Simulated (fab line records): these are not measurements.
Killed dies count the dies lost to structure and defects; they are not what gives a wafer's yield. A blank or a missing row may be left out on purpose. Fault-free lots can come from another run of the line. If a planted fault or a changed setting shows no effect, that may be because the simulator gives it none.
Struck lot and sound lot, side by side + flow nandHarc + 41 steps out of a route of 1159
Sound: wafers L946.1, L946.2, L946.5. Struck: wafers L955.3, L955.6 (left out: L955.1, a lot-mate that was not struck); the cause follows at the end.
Each step with rows lists, per side, the tool, then ch with its chambers, then its first start. Under that, the readings that differ: sound wafers + struck wafers + difference of the means + sigmas: that difference in standard deviations of wafers without a fault.
alike: words and numbers the same on both sides, and readings whose means are apart by under 2 such deviations; not compared: readings that were withheld, readings missing a value for some wafer, numbers with overlapping values and no deviation given by the record, and bounds like >300 which may hide the same value.
Wherever a step has rows on one side only, a row that says differs or no value, or a row with sigmas, the two part there. Non-overlapping numbers with no deviation appear without sigmas and do not part them. A reading that every wafer of one side lacks parts them only if that side has two wafers or more.

first, 4 steps without rows for these wafers: NHARC_A_CONTACT_EBR_04; NHARC_A_CONTACT_EXPOSE_05 (exposes mask A CC); NHARC_A_CONTACT_PEB_06 (peb time 65 s); NHARC_A_CONTACT_DEVELOP_07 (develop time 35 s).
NHARC_A_CONTACT_CD_MEAS_08: target cd 100 nm.
  sound on cdSem-01 ch 0, day 18 15:08; struck on cdSem-03 ch 0, day 21 11:58
  alike: cdNm
NHARC_A_CONTACT_OVL_MEAS_09:
  sound on overlay-01 at day 18 15:13; struck on overlay-01 at day 21 12:03
  alike: overlayXNm, overlayYNm
NHARC_A_CONTACT_INSPECT_10:
  sound on defectInspect-01 at day 18 15:16; struck on defectInspect-02 at day 21 12:05
| reading        | sound   | struck | difference | sigmas |
|----------------|---------|--------|------------|--------|
| rawDefectCount | 22 11 8 | 47 53  | +36        | +3     |
then, 1 step without rows for these wafers: NHARC_A_CONTACT_DESCUM_13 (chemistry O2, time 3 s).
NHARC_A_CONTACT_ETCH_88: etches the open film in CF4, target depth 39 nm, time 65 s.
  sound on rieDiel-04 ch 0,1,2, day 18 15:25; struck on rieDiel-11 ch 1, day 21 12:14
  alike: drypumpMotorCurrentA, oesProductAu, rfVppV, showerheadPlenumPTorr, throttleValvePct
  not compared: rfHoursCounterH
then, 3 steps without rows for these wafers: NHARC_A_CONTACT_ETCH_89 (etches the open film in N2/H2, target depth 260 nm, time 475.3 s); NHARC_A_CONTACT_ETCH_30 (etches the open film in CF4/CHF3, target depth 60.5 nm, time 30.2 s); NHARC_A_CONTACT_ETCH_31 (etches the open film in O2/COS, target depth 2000 nm, time 520 s).
NHARC_A_CONTACT_ETCH_134: etches the open film in C4F8/O2/Ar, time 140 s, target depth 700 nm.
  sound on harCapEtch-01 ch 0,1, day 18 16:19; struck on harCapEtch-02 ch 0, day 21 13:10
  not compared: rfHoursCounterH
then, 1 step without rows for these wafers: NHARC_A_CONTACT_ETCH_135 (etches the open film in C4F8/O2/Ar, time 132 s, target depth 1287 nm).
NHARC_A_CONTACT_ETCH_136: etches the open film in C4F8/O2/Ar, time 132 s, target depth 1287 nm.
  sound on harCapEtch-01 ch 0,1, day 18 16:38; struck on harCapEtch-02 ch 0, day 21 13:29
  not compared: rfHoursCounterH
then, 1 step without rows for these wafers: NHARC_A_CONTACT_ETCH_137 (etches the open film in C4F8/O2/Ar, time 132 s, target depth 1287 nm).
NHARC_A_CONTACT_ETCH_138: etches the open film in C4F8/O2/Ar, time 132 s, target depth 1289 nm.
  sound on harCapEtch-01 ch 0,1, day 18 16:53; struck on harCapEtch-02 ch 0, day 21 13:44
  not compared: rfHoursCounterH
then, 3 steps without rows for these wafers: NHARC_A_CONTACT_ETCH_139 (etches the open film in C4F8/O2/Ar, time 137 s, target depth 590 nm); NHARC_A_CONTACT_ETCH_92 (etches the open film in CH3F/O2, target depth 40 nm, time 85.7 s); NHARC_A_CONTACT_ETCH_98 (etches the open film in C4F6/O2, target depth 20 nm, time 10 s).
NHARC_A_CONTACT_CD_MEAS_15:
  sound on cdSem-02 at day 18 17:37; struck on cdSem-02 at day 21 14:27
| reading   | sound          | struck    | difference | sigmas |
|-----------|----------------|-----------|------------|--------|
| cdNm (nm) | 90.2 90.5 90.5 | 89.6 88.9 | -1.2       | -2     |
then, 7 steps without rows for these wafers: NHARC_A_CONTACT_STRIP_107 (strips in N2/H2); NHARC_A_CONTACT_STRIP_108 (strips in CF4/CHF3); NHARC_A_CONTACT_STRIP_109 (strips in O2/COS); NHARC_A_CONTACT_ETCH_110 (etches the open film in CF4/O2, target depth 50 nm, overetch 5 nm, time 27.5 s); NHARC_A_CONTACT_STRIP_26 (strips in O2); NHARC_A_CONTACT_STRIP_27 (strips in post etch residue remover, time 600 s); NHARC_A_CONTACT_ALD_18 (deposits TiN, target thk 3 nm, pulse time 1 s, ald cycles 150).
NHARC_A_CONTACT_CVD_19: deposits W, target thk 300 nm, time 802 s.
  sound on cvdW-01 ch 0,1; struck on cvdW-02 ch 0
  alike: heaterPowerW, throttleValvePct
NHARC_A_CONTACT_CMP_20: polishes, t overpolish 30 s, target thk 300 nm.
  sound on cmp-01 ch 2,3, day 18 20:29; struck on cmp-02 ch 2,3, day 21 20:22
  alike: motorCurrentA, overpolishRunS, retainingRingPressureFrac, timeToEndpointS
then, 10 steps without rows for these wafers: NHARC_A_CONTACT_SRD_22; NHARC_A_BLC_DEHYDRATE_00 (time 120 s); NHARC_A_BLC_HMDS_01 (time 30 s); NHARC_A_BLC_COAT_02 (time 75 s); NHARC_A_BLC_COAT_03 (time 65 s); NHARC_A_BLC_COAT_04 (resist thk 90 nm); NHARC_A_BLC_SOFTBAKE_05 (time 55 s); NHARC_A_BLC_EBR_06; NHARC_A_BLC_EXPOSE_07 (exposes mask A BLC, target cd 100 nm); NHARC_A_BLC_PEB_08 (peb time 65 s).
-- record jumps: 2 days between struck wafers' starts before vs after; left off in module A_BLC, resumes in module END, first step shown is number 1159 of the route --
NHARC_END_SORT_01:
  only the struck wafers appear in the record here, on prober-02 ch 0 at day 23 21:51; the sound ones have no rows

== WHERE THEY PART ==
At NHARC_A_CONTACT_INSPECT_10 first; at NHARC_END_SORT_01 last (within this record only).

WHY: the cause the simulator had injected
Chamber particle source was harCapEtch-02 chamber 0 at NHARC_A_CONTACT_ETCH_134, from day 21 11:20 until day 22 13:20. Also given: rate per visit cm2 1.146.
